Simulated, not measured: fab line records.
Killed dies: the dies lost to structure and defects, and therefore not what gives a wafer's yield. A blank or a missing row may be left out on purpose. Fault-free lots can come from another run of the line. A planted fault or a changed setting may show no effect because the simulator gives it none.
fab line records | flow n5_finfet
[record] lots = 7 | wafers = 21
route steps=1938 shown BEOL_M15@1801 TV_LITHO@1879 TV_OPEN@1887 PASSIVATION@1923
start_h: hours from the record's first day to the start of the lot's first wafer shown | wait_h: hours since the lot's step before | " as in the row above | L1.1+2: several wafers, shown together as one row | - no value, or no start given | * or withheld: withheld | < > ~ a bound
route shown NAME@n: NAME is a module with steps in the file, n the number in the route of the first one | usual: average and standard deviation across the fault-free wafers | same: alike in all rows | chamber/n: place in a boat | sites: the reading at each site | _std_site: the values' standard deviation | _edge_site: the outer-site mean with the inner-site mean subtracted | radius_mm: how far each site lies from the wafer's centre | mask NAME#n: copy n | behind: the tool/chamber that last shaped the wafer | hold: what put the lot on hold/how long, in hours/how the hold closed | device: whichever transistor did not switch (one of n, p or np) | end of line: at the end of the route, the tests of the same wafers | a step without rows: its recipe alone | killed: dies lost to structure and defects at the first sort, not the wafer's yield | map: dies across one wafer; x = killed, . = not, _ = none there
set.NAME: setting as actually run; set.NAME@STEP: the setting as run at that earlier step | model.NAME: the simulator's own value behind a step, which no gauge read
lots where settings were altered on purpose, with a table for each step and a row for each wafer
[[steps]]
[step N5_BEOL_M15_PEB_26]
[recipe] peb_temp_c = 130 | peb_time_s = 90
lot.wafer  | tool           | chamber | start_h | wait_h | set.peb_time_s
L076.2+3   | litho_track-05 | 0       | 262.09  | 0.0    | 72.24
L076.4     | "              | 0       | "       | "      | 90
L078.1+6   | litho_track-02 | 0       | 289.28  | 0.1    | 90
L078.4     | "              | 0       | "       | "      | 108.8
L079.1+2   | litho_track-01 | 0       | 289.68  | 0.1    | 90
L079.4     | "              | 0       | "       | "      | 108.9
L084.1+3   | litho_track-02 | 0       | 324.47  | 0.1    | 95.38
L084.6     | "              | 0       | "       | "      | 90
L087.1+4+5 | litho_track-05 | 0       | 333.39  | 0.1    | 90
L088.1+5+6 | litho_track-01 | 0       | 335.84  | 0.1    | 90
L090.3+5   | litho_track-02 | 0       | 348.32  | 0.0    | 105.4
L090.6     | "              | 0       | "       | "      | 90
[step N5_BEOL_M15_DEVELOP_27]
[recipe] develop_time_s = 45 | rinse_liquid = diw | dry = air_spin | dev_temp_c = 21
[step N5_BEOL_M15_HARDBAKE_32]
[recipe] temp_c = 130 | time_s = 120
[step N5_BEOL_M15_CD_MEAS_28]
[recipe] target_cd_nm = 407.6 | landing_energy_ev = 500 | detector = se_inlens
[usual] cd_nm = 407.6/2.1
lot.wafer | tool      | chamber | start_h | wait_h | set.peb_time_s@BEOL_M15_PEB_26 | cd_nm
L076.2    | cd_sem-01 | 0       | 262.21  | -      | 72.24                          | 401.7
L076.3    | "         | 0       | "       | "      | 72.24                          | 400.5
L076.4    | "         | 0       | "       | "      | 90                             | 409.8
L078.1    | cd_sem-03 | 0       | 289.40  | -      | 90                             | 406.8
L078.4    | "         | 0       | "       | "      | 108.8                          | 413.7
L078.6    | "         | 0       | "       | "      | 90                             | 405.6
L079.1    | cd_sem-02 | 0       | 289.79  | -      | 90                             | 411.2
L079.2    | "         | 0       | "       | "      | 90                             | 405.9
L079.4    | "         | 0       | "       | "      | 108.9                          | 414.7
L084.1    | cd_sem-01 | 0       | 324.59  | -      | 95.38                          | 412.7
L084.3    | "         | 0       | "       | "      | 95.38                          | 411.9
L084.6    | "         | 0       | "       | "      | 90                             | 411.7
L087.1    | cd_sem-01 | 0       | 333.51  | -      | 90                             | 407.5
L087.4    | "         | 0       | "       | "      | 90                             | 406.8
L087.5    | "         | 0       | "       | "      | 90                             | 407.5
L088.1    | cd_sem-01 | 0       | 335.96  | -      | 90                             | 410.0
L088.5    | "         | 0       | "       | "      | 90                             | 407.4
L088.6    | "         | 0       | "       | "      | 90                             | 408.7
L090.3    | cd_sem-02 | 0       | 348.44  | -      | 105.4                          | 415.0
L090.5    | "         | 0       | "       | "      | 105.4                          | 414.1
L090.6    | "         | 0       | "       | "      | 90                             | 410.2
[step N5_BEOL_M15_DESCUM_33]
[recipe] chemistry = O2 | time_s = 7.9 | source_power_w = 50 | bias_power_w = 20 | pressure_mtorr = 20 | rf_frequency_hz = 2.712e+07 | temp_c = 40 | o2_flow_sccm = 225
lot.wafer | tool        | chamber | start_h | wait_h | set.peb_time_s@BEOL_M15_PEB_26 | model.BEOL_M15.cd_nm
L076.2    | rie_diel-05 | 2       | 262.30  | 0.0    | 72.24                          | 401.8
L076.3    | "           | 1       | "       | "      | 72.24                          | 400
L076.4    | "           | 0       | "       | "      | 90                             | 409.8
L078.1    | rie_diel-05 | 3       | 289.69  | 0.2    | 90                             | 406.6
L078.4    | "           | 0       | "       | "      | 108.8                          | 413.8
L078.6    | "           | 1       | "       | "      | 90                             | 405.8
L079.1    | rie_diel-06 | 0       | 290.00  | 0.1    | 90                             | 411.4
L079.2    | "           | 2       | "       | "      | 90                             | 405.8
L079.4    | "           | 3       | "       | "      | 108.9                          | 414.6
L084.1    | rie_diel-01 | 0       | 324.67  | 0.0    | 95.38                          | 412.8
L084.3    | "           | 1       | "       | "      | 95.38                          | 412.4
L084.6    | "           | 1       | "       | "      | 90                             | 411.4
L087.1    | rie_diel-01 | 2       | 333.70  | 0.1    | 90                             | 407.6
L087.4    | "           | 1       | "       | "      | 90                             | 406.8
L087.5    | "           | 0       | "       | "      | 90                             | 407.4
L088.1    | rie_diel-05 | 3       | 336.43  | 0.4    | 90                             | 410
L088.5    | "           | 0       | "       | "      | 90                             | 407.4
L088.6    | "           | 1       | "       | "      | 90                             | 408.4
L090.3    | rie_diel-01 | 1       | 348.67  | 0.2    | 105.4                          | 415.4
L090.5    | "           | 2       | "       | "      | 105.4                          | 414
L090.6    | "           | 1       | "       | "      | 90                             | 410.2
[step N5_BEOL_M15_ETCH_61]
[recipe] chemistry = N2/H2 | target = BARC | target_depth_a = 890 | overetch_a = 267 | time_s = 67.9 | ion_energy_ev = 200 | pressure_mtorr = 30 | source_w = 840 | bias_w = 150 | n2_flow_sccm = 200 | h2_flow_sccm = 200
lot.wafer | tool        | chamber | start_h | wait_h | set.peb_time_s@BEOL_M15_PEB_26 | model.BEOL_M15.cd_nm
L076.2    | rie_diel-05 | 2       | 262.33  | 0.0    | 72.24                          | 394.6
L076.3    | "           | 1       | "       | "      | 72.24                          | 392.6
L076.4    | "           | 0       | "       | "      | 90                             | 401.8
L078.1    | rie_diel-05 | 3       | 289.73  | 0.0    | 90                             | 400.2
L078.4    | "           | 0       | "       | "      | 108.8                          | 406.2
L078.6    | "           | 1       | "       | "      | 90                             | 398.4
L079.1    | rie_diel-06 | 0       | 290.03  | 0.0    | 90                             | 404.4
L079.2    | "           | 2       | "       | "      | 90                             | 397
L079.4    | "           | 3       | "       | "      | 108.9                          | 408.2
L084.1    | rie_diel-01 | 0       | 324.71  | 0.0    | 95.38                          | 405.6
L084.3    | "           | 1       | "       | "      | 95.38                          | 405.4
L084.6    | "           | 1       | "       | "      | 90                             | 404.8
L087.1    | rie_diel-01 | 2       | 333.73  | 0.0    | 90                             | 401
L087.4    | "           | 1       | "       | "      | 90                             | 399.6
L087.5    | "           | 0       | "       | "      | 90                             | 399.8
L088.1    | rie_diel-05 | 3       | 336.47  | 0.0    | 90                             | 403.4
L088.5+6  | "           | 0,1     | "       | "      | 90                             | 400
L090.3    | rie_diel-01 | 1       | 348.70  | 0.0    | 105.4                          | 407.4
L090.5    | "           | 2       | "       | "      | 105.4                          | 407.8
L090.6    | "           | 1       | "       | "      | 90                             | 402.4
[step N5_BEOL_M15_TRENCH_ETCH_34]
[recipe] chemistry = C4F8/O2/Ar | target = SiO2 | target_depth_a = 8729.3 | he_inner_torr = 15 | he_outer_torr = 30 | time_s = 199 | ion_energy_ev = 800 | pressure_mtorr = 20 | source_w = 1905 | bias_w = 2040 | Ar_flow_sccm = 400 | C4F8_flow_sccm = 16 | O2_flow_sccm = 12
lot.wafer | tool        | chamber | start_h | wait_h | set.peb_time_s@BEOL_M15_PEB_26 | model.BEOL_M15.cd_nm
L076.2    | rie_diel-05 | 2       | 262.38  | 0.0    | 72.24                          | 394.4
L076.3    | "           | 1       | "       | "      | 72.24                          | 392
L076.4    | "           | 0       | "       | "      | 90                             | 401.4
L078.1    | rie_diel-05 | 3       | 289.78  | 0.0    | 90                             | 399.6
L078.4    | "           | 0       | "       | "      | 108.8                          | 406.6
L078.6    | "           | 1       | "       | "      | 90                             | 398.8
L079.1    | rie_diel-06 | 0       | 290.08  | 0.0    | 90                             | 404
L079.2    | "           | 2       | "       | "      | 90                             | 396.8
L079.4    | "           | 3       | "       | "      | 108.9                          | 408.4
L084.1    | rie_diel-01 | 0       | 324.76  | 0.0    | 95.38                          | 405.4
L084.3    | "           | 1       | "       | "      | 95.38                          | 405
L084.6    | "           | 1       | "       | "      | 90                             | 404.2
L087.1    | rie_diel-01 | 2       | 333.78  | 0.0    | 90                             | 401.6
L087.4    | "           | 1       | "       | "      | 90                             | 399.2
L087.5    | "           | 0       | "       | "      | 90                             | 399.6
L088.1    | rie_diel-05 | 3       | 336.52  | 0.0    | 90                             | 404.2
L088.5    | "           | 0       | "       | "      | 90                             | 399.6
L088.6    | "           | 1       | "       | "      | 90                             | 400.4
L090.3    | rie_diel-01 | 1       | 348.75  | 0.0    | 105.4                          | 407.2
L090.5    | "           | 2       | "       | "      | 105.4                          | 408.8
L090.6    | "           | 1       | "       | "      | 90                             | 401.8
[step N5_PASSIVATION_EXPOSE_07]
[recipe] mask_id = TV | na = 0.55 | source_shape = conventional | sigma_outer = 0.8 | polarization = unpolarized | defocus_nm = 0 | target_cd_nm = 3000 | dose_mj = 22.75
lot.wafer  | tool           | chamber | start_h | wait_h | mask | set.dose_mj
L076.2     | krf_scanner-02 | 0       | 272.35  | -      | TV#0 | 22.75
L076.3+4   | "              | 0       | "       | "      | TV#0 | 21.35
L079.1     | krf_scanner-01 | 0       | 299.58  | -      | TV#0 | 23.3
L079.2+4   | "              | 0       | "       | "      | TV#0 | 22.75
L078.1     | krf_scanner-01 | 0       | 300.46  | -      | TV#0 | 24.35
L078.4+6   | "              | 0       | "       | "      | TV#0 | 22.75
L084.1+6   | krf_scanner-02 | 0       | 336.95  | -      | TV#0 | 22.75
L084.3     | "              | 0       | "       | "      | TV#0 | 23.62
L087.1     | krf_scanner-01 | 0       | 343.75  | -      | TV#0 | 22.29
L087.4+5   | "              | 0       | "       | "      | TV#0 | 22.75
L088.1+5+6 | krf_scanner-02 | 0       | 345.26  | -      | TV#0 | 22.75
L090.3+5+6 | krf_scanner-02 | 0       | 360.87  | -      | TV#0 | 22.75
[step N5_PASSIVATION_PEB_08]
[recipe] peb_temp_c = withheld | peb_time_s = *
[step N5_PASSIVATION_DEVELOP_09]
[recipe] develop_time_s = 60 | rinse_liquid = diw | dry = air_spin | dev_temp_c = 21
[step N5_PASSIVATION_HARDBAKE_11]
[recipe] temp_c = 130 | time_s = 120
[step N5_PASSIVATION_CD_MEAS_10]
[recipe] target_cd_nm = 3000 | landing_energy_ev = 500 | detector = se_inlens
[usual] cd_nm = 2999.6/2.3
lot.wafer | tool      | chamber | start_h | wait_h | set.dose_mj@PASSIVATION_EXPOSE_07 | cd_nm
L076.2    | cd_sem-03 | 0       | 272.53  | -      | 22.75                             | 2998.5
L076.3    | "         | 0       | "       | "      | 21.35                             | 2985.5
L076.4    | "         | 0       | "       | "      | 21.35                             | 2985.0
L079.1    | cd_sem-03 | 0       | 299.76  | -      | 23.3                              | 3002.7
L079.2    | "         | 0       | "       | "      | 22.75                             | 2994.5
L079.4    | "         | 0       | "       | "      | 22.75                             | 2999.7
L078.1    | cd_sem-01 | 0       | 300.64  | -      | 24.35                             | 3016.8
L078.4    | "         | 0       | "       | "      | 22.75                             | 2999.1
L078.6    | "         | 0       | "       | "      | 22.75                             | 2999.2
L084.1    | cd_sem-03 | 0       | 337.12  | -      | 22.75                             | 2997.9
L084.3    | "         | 0       | "       | "      | 23.62                             | 3011.8
L084.6    | "         | 0       | "       | "      | 22.75                             | 2997.3
L087.1    | cd_sem-02 | 0       | 343.93  | -      | 22.29                             | 2994.5
L087.4    | "         | 0       | "       | "      | 22.75                             | 3001.3
L087.5    | "         | 0       | "       | "      | 22.75                             | 2997.4
L088.1    | cd_sem-03 | 0       | 345.44  | -      | 22.75                             | 2999.6
L088.5    | "         | 0       | "       | "      | 22.75                             | 2997.8
L088.6    | "         | 0       | "       | "      | 22.75                             | 3001.5
L090.3    | cd_sem-01 | 0       | 361.04  | -      | 22.75                             | 2998.1
L090.5    | "         | 0       | "       | "      | 22.75                             | 2999.7
L090.6    | "         | 0       | "       | "      | 22.75                             | 2996.8
[step N5_PASSIVATION_PASS_ETCH_74]
[recipe] chemistry = CF4/O2 | target = SiNx | target_depth_a = 2200 | time_s = 110 | ion_energy_ev = 100 | pressure_mtorr = 40 | source_w = 535 | bias_w = 49 | Ar_flow_sccm = 100 | cf4_flow_sccm = 100 | O2_flow_sccm = 10
[usual] rf_vpp_V = 241/3.8
lot.wafer | tool        | chamber | start_h | wait_h | set.source_w | rf_vpp_V | model.etch.depth_nm | model.TV_OPEN.cd_offset_nm
L076.2    | rie_diel-05 | 1       | 272.68  | 0.0    | 535          | 246      | 227.5               | -0.8
L076.3    | "           | 0       | "       | "      | 535          | 244      | 225.2               | -0.4
L076.4    | "           | 2       | "       | "      | 535          | 246      | 220.9               | -0.2
L079.1    | rie_diel-05 | 1       | 300.07  | 0.0    | 535          | 247      | 224.6               | -0.8
L079.2    | "           | 3       | "       | "      | 535          | 238      | 217.1               | -0.8
L079.4    | "           | 0       | "       | "      | 535          | 242      | 222.1               | -0.4
L078.1    | rie_diel-06 | 2       | 300.80  | 0.0    | 535          | 234      | 215.1               | -0.2
L078.4    | "           | 1       | "       | "      | 535          | 238      | 213.7               | 0
L078.6    | "           | 0       | "       | "      | 444          | 265      | 177.1               | 1.8
L084.1    | rie_diel-01 | 0       | 337.87  | 0.0    | 535          | 236      | 214.4               | 0.2
L084.3    | "           | 1       | "       | "      | 535          | 245      | 226                 | 0
L084.6    | "           | 2       | "       | "      | 606.5        | 226      | 248                 | -1.6
L087.1    | rie_diel-01 | 0       | 344.18  | 0.0    | 446.3        | 262      | 183.4               | 1.8
L087.4    | "           | 1       | "       | "      | 535          | 244      | 225.8               | 0.2
L087.5    | "           | 0       | "       | "      | 446.3        | 262      | 182.3               | 1.6
L088.1    | rie_diel-06 | 0       | 346.43  | 0.0    | 535          | 238      | 209.1               | 0.4
L088.5    | "           | 1       | "       | "      | 535          | 239      | 213.2               | -0.4
L088.6    | "           | 2       | "       | "      | 535          | 235      | 214.4               | 0.4
L090.3    | rie_diel-06 | 2       | 361.53  | 0.0    | 535          | 234      | 217.8               | 0.2
L090.5    | "           | 3       | "       | "      | 535          | 235      | 223.2               | -0.4
L090.6    | "           | 2       | "       | "      | 535          | 236      | 216.4               | 0
[step N5_PASSIVATION_VIA_ETCH_13]
[recipe] chemistry = CHF3/O2 | target = SiO2 | target_depth_a = 6600 | CHF3_flow_sccm = 50 | O2_flow_sccm = 5 | Ar_flow_sccm = 200 | time_s = 330 | mask_material = PR | pressure_mtorr = 30 | source_w = 650 | bias_w = 170 | ion_energy_ev = 200 | ends = cleared
lot.wafer | tool        | chamber | start_h | wait_h | set.source_w@PASSIVATION_PASS_ETCH_74 | model.TV_OPEN.cd_offset_nm
L076.2    | rie_diel-05 | 1       | 272.77  | 0.0    | 535                                   | 0.8
L076.3    | "           | 0       | "       | "      | 535                                   | 1.6
L076.4    | "           | 2       | "       | "      | 535                                   | 2.4
L079.1    | rie_diel-05 | 1       | 300.16  | 0.0    | 535                                   | 0.4
L079.2    | "           | 3       | "       | "      | 535                                   | 0.6
L079.4    | "           | 0       | "       | "      | 535                                   | 1
L078.1    | rie_diel-06 | 2       | 300.89  | 0.0    | 535                                   | 1.8
L078.4    | "           | 1       | "       | "      | 535                                   | 1.6
L078.6    | "           | 0       | "       | "      | 444                                   | 3.4
L084.1+3  | rie_diel-01 | 0,1     | 337.96  | 0.0    | 535                                   | 1.8
L084.6    | "           | 2       | "       | "      | 606.5                                 | -0.2
L087.1    | rie_diel-01 | 0       | 344.27  | 0.0    | 446.3                                 | 3.4
L087.4    | "           | 1       | "       | "      | 535                                   | 1.4
L087.5    | "           | 0       | "       | "      | 446.3                                 | 3
L088.1    | rie_diel-06 | 0       | 346.52  | 0.0    | 535                                   | 2
L088.5    | "           | 1       | "       | "      | 535                                   | 1.6
L088.6    | "           | 2       | "       | "      | 535                                   | 2.4
L090.3    | rie_diel-06 | 2       | 361.62  | 0.0    | 535                                   | 2
L090.5+6  | "           | 3,2     | "       | "      | 535                                   | 1.6
[step N5_PASSIVATION_DEVELOP_43]
[recipe] develop_time_s = 60 | rinse_liquid = diw | dry = air_spin | dev_temp_c = 21
lot.wafer  | tool           | chamber | start_h | wait_h | set.develop_time_s
L076.2+4   | litho_track-04 | 0       | -       | -      | 73.22
L076.3     | "              | 0       | "       | "      | 60
L078.1+4   | litho_track-03 | 0       | -       | -      | 60
L078.6     | "              | 0       | "       | "      | 72.93
L079.1+2   | litho_track-04 | 0       | -       | -      | 60
L079.4     | "              | 0       | "       | "      | 70.54
L084.1     | litho_track-03 | 0       | -       | -      | 50.93
L084.3+6   | "              | 0       | "       | "      | 60
L087.1     | litho_track-04 | 0       | -       | -      | 49.99
L087.4+5   | "              | 0       | "       | "      | 60
L088.1+5+6 | litho_track-04 | 0       | -       | -      | 60
L090.3+6   | litho_track-03 | 0       | -       | -      | 51
L090.5     | "              | 0       | "       | "      | 60
[[key]]
[split] step = N5_BEOL_M15_PEB_26 | setting = peb_time_s | stated = 90 | by = wafer
[response] step = N5_BEOL_M15_CD_MEAS_28 | reading = cd_nm | change = +0.336 | per = 1% | r = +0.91
[response] step = N5_BEOL_M15_DESCUM_33 | reading = model.BEOL_M15.cd_nm | change = +0.341 | per = 1% | r = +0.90
[response] step = N5_BEOL_M15_ETCH_61 | reading = model.BEOL_M15.cd_nm | change = +0.349 | per = 1% | r = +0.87
[response] step = N5_BEOL_M15_TRENCH_ETCH_34 | reading = model.BEOL_M15.cd_nm | change = +0.374 | per = 1% | r = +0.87
[split] step = N5_PASSIVATION_EXPOSE_07 | setting = dose_mj | stated = 22.75 | by = wafer
[response] step = N5_PASSIVATION_CD_MEAS_10 | reading = cd_nm | change = +2.53 | per = 1% | r = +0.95
[split] step = N5_PASSIVATION_PASS_ETCH_74 | setting = source_w | stated = 535 | by = wafer
[response] step = N5_PASSIVATION_PASS_ETCH_74 | reading = rf_vpp_V | change = -1.34 | per = 1% | r = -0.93
[response] step = N5_PASSIVATION_PASS_ETCH_74 | reading = model.etch.depth_nm | change = +2.31 | per = 1% | r = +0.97
[response] step = N5_PASSIVATION_PASS_ETCH_74 | reading = model.TV_OPEN.cd_offset_nm | change = -0.108 | per = 1% | r = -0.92
[response] step = N5_PASSIVATION_VIA_ETCH_13 | reading = model.TV_OPEN.cd_offset_nm | change = -0.115 | per = 1% | r = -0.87
[split] step = N5_PASSIVATION_DEVELOP_43 | setting = develop_time_s | stated = 60 | by = wafer
response none in this file
